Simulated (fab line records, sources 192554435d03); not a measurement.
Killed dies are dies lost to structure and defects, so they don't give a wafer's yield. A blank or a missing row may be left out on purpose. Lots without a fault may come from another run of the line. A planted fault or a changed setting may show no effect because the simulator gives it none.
Split-lot experiment | flow n5_finfet | 7 lots, 21 wafers read, on a route of 1938 steps

THE SPLIT
At N5_WELL_APT_COAT_02 (resist thk 950 nm), the setting spin_rpm was moved away from the recipe's 1357 rpm on 6 of the 21 wafers read, by -9.7% to +6.3%. The other wafers ran this setting at the recipe's value.

The reading is taken at the split's own step.

THE READING
coat_of_WELL_APT_COAT_02.thk_nm (the simulator's own value, which no gauge read), in nm, at N5_WELL_APT_COAT_02 (resist thk 950 nm). The file gives no usual value for it. The 15 wafers here that ran the recipe average 950.1 nm, standard deviation 3.9 nm.

wafer  | tool, chamber at the split | spin_rpm as run, rpm | against the recipe | coat_of_WELL_APT_COAT_02.thk_nm, nm | against lot-mates on the recipe
L076.2 | litho_track-03, 0          | 1357                 | recipe             | 947.3                               | -
L076.4 | litho_track-03, 0          | 1357                 | recipe             | 949.3                               | -
L076.5 | litho_track-03, 0          | 1226                 | -9.7%              | 998.5                               | +50.2
L078.1 | litho_track-02, 0          | 1357                 | recipe             | 947.4                               | -
L078.3 | litho_track-02, 0          | 1357                 | recipe             | 951.5                               | -
L078.4 | litho_track-02, 0          | 1357                 | recipe             | 944.9                               | -
L083.1 | litho_track-02, 0          | 1357                 | recipe             | 953.1                               | -
L083.5 | litho_track-02, 0          | 1357                 | recipe             | 957.3                               | -
L083.6 | litho_track-02, 0          | 1357                 | recipe             | 951.2                               | -
L090.4 | litho_track-03, 0          | 1357                 | recipe             | 952.4                               | -
L090.5 | litho_track-03, 0          | 1296                 | -4.5%              | 973.7                               | +21.3
L090.6 | litho_track-03, 0          | 1296                 | -4.5%              | 974.1                               | +21.7
L092.1 | litho_track-02, 0          | 1357                 | recipe             | 946.3                               | -
L092.3 | litho_track-02, 0          | 1357                 | recipe             | 943.3                               | -
L092.6 | litho_track-02, 0          | 1357                 | recipe             | 946.5                               | -
L093.1 | litho_track-03, 0          | 1408                 | +3.8%              | 933.5                               | -18.9
L093.2 | litho_track-03, 0          | 1408                 | +3.8%              | 934.6                               | -17.8
L093.3 | litho_track-03, 0          | 1357                 | recipe             | 952.4                               | -
L097.3 | litho_track-01, 0          | 1357                 | recipe             | 952.1                               | -
L097.4 | litho_track-01, 0          | 1442                 | +6.3%              | 925.6                               | -28.5
L097.5 | litho_track-01, 0          | 1357                 | recipe             | 956.1                               | -

THE FIT
A straight line over all 21 wafers: coat_of_WELL_APT_COAT_02.thk_nm changes by -4.73 nm for each +1% of spin_rpm; r = -0.97; the points scatter about the line by 3.8 nm.
The same after taking each lot's own level away (the mean of its wafers on the recipe; 21 wafers): -4.94 nm for each +1%; r = -0.99; scatter 1.9 nm.
On that fit, the largest move of spin_rpm shifts the reading by 48 nm.
The lots' own levels span 945.37 to 954.10 nm, that is 2.2 times the standard deviation above.
So the lot-to-lot level changes the slope little: the two slopes agree.
Check: with one of the wafers moved furthest among these (-9.7%) left out of the fit, the line predicts +45.6 nm for it against its lot-mates. It came out at +50.2 nm against them.

THE FILE'S OWN FIT
coat_of_WELL_APT_COAT_02.thk_nm changes by -4.96 nm for each +1% of spin_rpm, r = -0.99.
